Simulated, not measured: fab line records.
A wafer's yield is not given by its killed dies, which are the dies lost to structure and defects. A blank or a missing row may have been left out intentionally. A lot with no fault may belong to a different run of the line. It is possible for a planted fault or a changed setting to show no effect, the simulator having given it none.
Chamber matching :: flow n5 finfet :: 4 sister chambers for N5_BEOL_M0_ALD_136 on ald metal-01
The step deposits TaN, pulse time 2 s, purge time 3 s, co reactant purge time 2 s. 14 wafers are shown with their chamber, then 7 later ones without.

EACH WAFER AND ITS CHAMBER
wafer: L081.2
chamber: 1
heater power w (W): 390

wafer: L081.3
chamber: 2
heater power w (W): 457

wafer: L081.5
chamber: 2
heater power w (W): 453

wafer: L084.1
chamber: 0
heater power w (W): 398

wafer: L084.2
chamber: 1
heater power w (W): 392

wafer: L084.4
chamber: 3
heater power w (W): 430

wafer: L085.2
chamber: 2
heater power w (W): 464

wafer: L085.5
chamber: 3
heater power w (W): 426

wafer: L085.6
chamber: 0
heater power w (W): 395

wafer: L089.4
chamber: 2
heater power w (W): 468

wafer: L089.5
chamber: 1
heater power w (W): 385

wafer: L089.6
chamber: 0
heater power w (W): 393

wafer: L092.1
chamber: 0
heater power w (W): 402

wafer: L092.3
chamber: 2
heater power w (W): 450

SIGNATURES, as means of the wafers listed above
reading: heater power w
chamber 0: 397.00
chamber 1: 389.00
chamber 2: 458.40
chamber 3: 428.00
scatter within a chamber: 5.52
Rule: for each reading, subtract the chamber's mean from the wafer's reading, divide by that reading's scatter and square the result; add these up over the readings and take the root, which gives the wafer's distance from the chamber. The wafer belongs to the nearest chamber; if the next one is less than 2 further off, it can't be placed. The scatter: the root of (the sum of the squares of (reading less its chamber's mean) over the shown wafers, divided by (wafers less chambers)).

WAFERS WITH NO CHAMBER GIVEN
wafer: L092.6
heater power w (W): 458

wafer: L094.1
heater power w (W): 387

wafer: L094.2
heater power w (W): 424

wafer: L094.6
heater power w (W): 466

wafer: L096.1
heater power w (W): 388

wafer: L096.2
heater power w (W): 404

wafer: L096.6
heater power w (W): 426

WHICH CHAMBER EACH WENT THROUGH
wafer: L092.6
from the rows above: 2
in truth: 2

wafer: L094.1
from the rows above: can't be placed: 1 or 0
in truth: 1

wafer: L094.2
from the rows above: 3
in truth: 3

wafer: L094.6
from the rows above: 2
in truth: 2

wafer: L096.1
from the rows above: can't be placed: 1 or 0
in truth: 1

wafer: L096.2
from the rows above: can't be placed: 0 or 1
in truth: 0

wafer: L096.6
from the rows above: 3
in truth: 3
4 of 7 placed correctly. Can't be placed from these rows: 3 (the true chamber is among the candidates in 3). Placed wrongly: 0.
